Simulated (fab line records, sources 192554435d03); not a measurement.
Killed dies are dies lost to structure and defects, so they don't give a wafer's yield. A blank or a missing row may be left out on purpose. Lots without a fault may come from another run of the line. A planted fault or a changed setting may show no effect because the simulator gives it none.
Split-lot experiment | flow n5_finfet | 7 lots, 21 wafers read, on a route of 1938 steps

THE SPLIT
At N5_BEOL_M13_TRENCH_ETCH_34 (etches SiOC in C4F8/O2/Ar, target depth 413.47 nm, time 162.6 s), the setting time_s was moved away from the recipe's 162.6 s on 6 of the 21 wafers read, by -19.9% to +13.4%. The other wafers ran this setting at the recipe's value.

FROM THE SPLIT TO THE READING: what the file shows between them, 10 steps
- N5_BEOL_M13_STRIP_70: strips in C4F8/O2/Ar
- N5_BEOL_M13_OCD_MEAS_35
- N5_BEOL_M13_STRIP_37: strips in N2/H2
- N5_BEOL_M13_ETCH_38: etches SiCN in CF4/N2, target depth 67.5 nm, time 71.9 s
- N5_BEOL_M13_ECD_47: material Cu, target thk 936 nm
- N5_BEOL_M13_ANNEAL_48: time 90 s
- N5_BEOL_M13_CMP_49: polishes, stops on SiOC, t overpolish 17.1 s, target thk 420 nm
- N5_BEOL_M13_THK_MEAS_50: measures by xrf
- N5_BEOL_M13_PRE_CLEAN_52: time 15 s
- N5_BEOL_M13_DEP_53: deposits SiCN from 3MS/NH3, target thk 50 nm, time 17.8 s

THE READING
M13_RS, in ohm/sq, at N5_BEOL_M13_RS_MEAS_54 (measures by four-point-probe). Fault-free wafers of this fab line usually give 0.0450 ohm/sq, standard deviation 0.00064 ohm/sq.

wafer  | tool, chamber at the split | time_s as run, s | against the recipe | M13_RS, ohm/sq | against lot-mates on the recipe
L080.1 | rie_diel-04, 3             | 162.6            | recipe             | 0.0449         | -
L080.4 | rie_diel-04, 2             | 162.6            | recipe             | 0.0439         | -
L080.5 | rie_diel-04, 2             | 162.6            | recipe             | 0.0438         | -
L083.1 | rie_diel-02, 2             | 162.6            | recipe             | 0.0446         | -
L083.4 | rie_diel-02, 0             | 130.2            | -19.9%             | 0.0568         | +0.0122
L083.5 | rie_diel-02, 0             | 130.2            | -19.9%             | 0.0565         | +0.0119
L085.3 | rie_diel-02, 3             | 162.6            | recipe             | 0.0441         | -
L085.5 | rie_diel-02, 2             | 162.6            | recipe             | 0.0450         | -
L085.6 | rie_diel-02, 1             | 162.6            | recipe             | 0.0449         | -
L088.1 | rie_diel-02, 0             | 179              | +10.1%             | 0.0409         | -0.0043
L088.2 | rie_diel-02, 2             | 162.6            | recipe             | 0.0452         | -
L088.6 | rie_diel-02, 1             | 179              | +10.1%             | 0.0405         | -0.0047
L087.1 | rie_diel-04, 0             | 162.6            | recipe             | 0.0464         | -
L087.2 | rie_diel-04, 2             | 162.6            | recipe             | 0.0444         | -
L087.6 | rie_diel-04, 2             | 152.1            | -6.5%              | 0.0473         | +0.0019
L095.1 | rie_diel-02, 3             | 162.6            | recipe             | 0.0442         | -
L095.3 | rie_diel-02, 1             | 162.6            | recipe             | 0.0454         | -
L095.4 | rie_diel-02, 3             | 162.6            | recipe             | 0.0449         | -
L096.3 | rie_diel-04, 1             | 162.6            | recipe             | 0.0449         | -
L096.5 | rie_diel-04, 2             | 184.4            | +13.4%             | 0.0391         | -0.0055
L096.6 | rie_diel-04, 3             | 162.6            | recipe             | 0.0442         | -

THE FIT
A straight line over all 21 wafers: M13_RS changes by -0.000529 ohm/sq for each +1% of time_s; r = -0.98; the points scatter about the line by 0.00088 ohm/sq.
The same after taking each lot's own level away (the mean of its wafers on the recipe; 21 wafers): -0.000536 ohm/sq for each +1%; r = -0.98; scatter 0.00086 ohm/sq.
On that fit, the largest move of time_s shifts the reading by 0.011 ohm/sq.
The lots' own levels span 0.04420 to 0.04540 ohm/sq, that is 1.9 times the standard deviation above.
So the lot-to-lot level changes the slope little: the two slopes agree.
Check: with one of the wafers moved furthest among these (-19.9%) left out of the fit, the line predicts +0.0102 ohm/sq for it against its lot-mates. It came out at +0.0122 ohm/sq against them.

THE WHOLE CHAIN: every reading that the file lists as answering this split, in the file's order
step                       | what it does                                                    | reading                                                                       | change (the file's fit)               | r (the file's)
N5_BEOL_M13_TRENCH_ETCH_34 | etches SiOC in C4F8/O2/Ar, target depth 413.47 nm, time 162.6 s | etch.depth_nm (the simulator's own value, which no gauge read)                | +4.2 nm for each +1% of the setting   | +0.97
N5_BEOL_M13_OCD_MEAS_35    |                                                                 | trench_depth_nm                                                               | +4.18 nm for each +1% of the setting  | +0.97
N5_BEOL_M13_CMP_49         | polishes, stops on SiOC, t overpolish 17.1 s, target thk 420 nm | Cu_of_BEOL_M13_ECD_47.thk_nm (the simulator's own value, which no gauge read) | +4.23 nm for each +1% of the setting  | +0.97
N5_BEOL_M13_THK_MEAS_50    | measures by xrf                                                 | M13_THK                                                                       | +4.25 for each +1% of the setting     | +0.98
N5_BEOL_M13_RS_MEAS_54     | measures by four-point-probe                                    | M13_RS                                                                        | -0.000514 for each +1% of the setting | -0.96

THE FILE'S OWN FIT
M13_RS changes by -0.000514 ohm/sq for each +1% of time_s, r = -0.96.
